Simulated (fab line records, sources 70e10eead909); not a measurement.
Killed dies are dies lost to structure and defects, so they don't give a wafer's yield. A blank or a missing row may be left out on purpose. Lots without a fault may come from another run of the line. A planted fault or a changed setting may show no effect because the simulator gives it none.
Chamber matching | flow nand_harc | NHARC_A_STAIRCASE_DESCUM_312 on rie_diel-04: 4 sister chambers
The step chemistry O2, time 3 s. 18 wafers are shown with their chamber, then 9 later ones without.

WAFERS WITH THEIR CHAMBER
wafer  | chamber | drypump_motor_current_A (A) | showerhead_plenum_p_Torr (Torr) | oes_product_au (a.u.)
L079.1 | 2       | 6.2                         | 1.97                            | 0.999
L079.3 | 3       | 6.0                         | 2.03                            | 1.007
L079.5 | 0       | 5.3                         | 1.84                            | 1.008
L083.2 | 2       | 6.2                         | 1.96                            | 0.985
L083.4 | 2       | 6.2                         | 1.96                            | 0.995
L083.5 | 0       | 5.3                         | 1.83                            | 0.988
L086.2 | 0       | 5.3                         | 1.83                            | 1.004
L086.4 | 2       | 6.2                         | 1.96                            | 0.987
L086.5 | 0       | 5.3                         | 1.83                            | 0.990
L088.1 | 1       | 6.6                         | 2.08                            | 1.001
L088.2 | 3       | 6.0                         | 2.02                            | 1.006
L088.3 | 0       | 5.2                         | 1.83                            | 0.993
L090.1 | 3       | 6.0                         | 2.02                            | 0.994
L090.3 | 0       | 5.3                         | 1.82                            | 0.997
L090.4 | 1       | 6.6                         | 2.08                            | 0.999
L090.2 | 2       | 6.2                         | 1.95                            | 0.995
L090.5 | 1       | 6.6                         | 2.08                            | 1.001
L090.6 | 0       | 5.2                         | 1.83                            | 0.999

SIGNATURES (means of the wafers above)
reading                  | chamber 0 | chamber 1 | chamber 2 | chamber 3 | scatter within a chamber
drypump_motor_current_A  | 5.271     | 6.600     | 6.200     | 6.000     | 0.0319
showerhead_plenum_p_Torr | 1.8300    | 2.0800    | 1.9600    | 2.0233    | 0.00577
oes_product_au           | 0.99700   | 1.00033   | 0.99220   | 1.00233   | 0.00637
Rule: a wafer's distance from a chamber is the root of the sum, over the readings, of the square of ((its reading less the chamber's mean) divided by the reading's scatter). The wafer belongs to the nearest chamber; if the next one is less than 2 further off, it can't be placed. The scatter: the root of (the sum of the squares of (reading less its chamber's mean) over the shown wafers, divided by (wafers less chambers)).

WAFERS WITHOUT THEIR CHAMBER
wafer  | drypump_motor_current_A (A) | showerhead_plenum_p_Torr (Torr) | oes_product_au (a.u.)
L094.3 | 5.3                         | 1.82                            | 1.002
L094.4 | 6.6                         | 2.07                            | 1.000
L094.6 | 6.0                         | 2.01                            | 1.002
L095.1 | 6.0                         | 2.01                            | 0.994
L095.4 | 6.6                         | 2.07                            | 1.009
L095.5 | 6.2                         | 1.95                            | 1.000
L096.2 | 6.6                         | 2.07                            | 0.994
L096.3 | 6.0                         | 2.01                            | 0.998
L096.6 | 6.0                         | 2.01                            | 0.992

WHICH CHAMBER EACH WENT THROUGH
wafer  | from the rows above | in truth
L094.3 | 0                   | 0
L094.4 | 1                   | 1
L094.6 | 3                   | 3
L095.1 | 3                   | 3
L095.4 | 1                   | 1
L095.5 | 2                   | 2
L096.2 | 1                   | 1
L096.3 | 3                   | 3
L096.6 | 3                   | 3
Placed correctly: 9 of 9. Can't be placed from these rows: 0. Placed wrongly: 0.
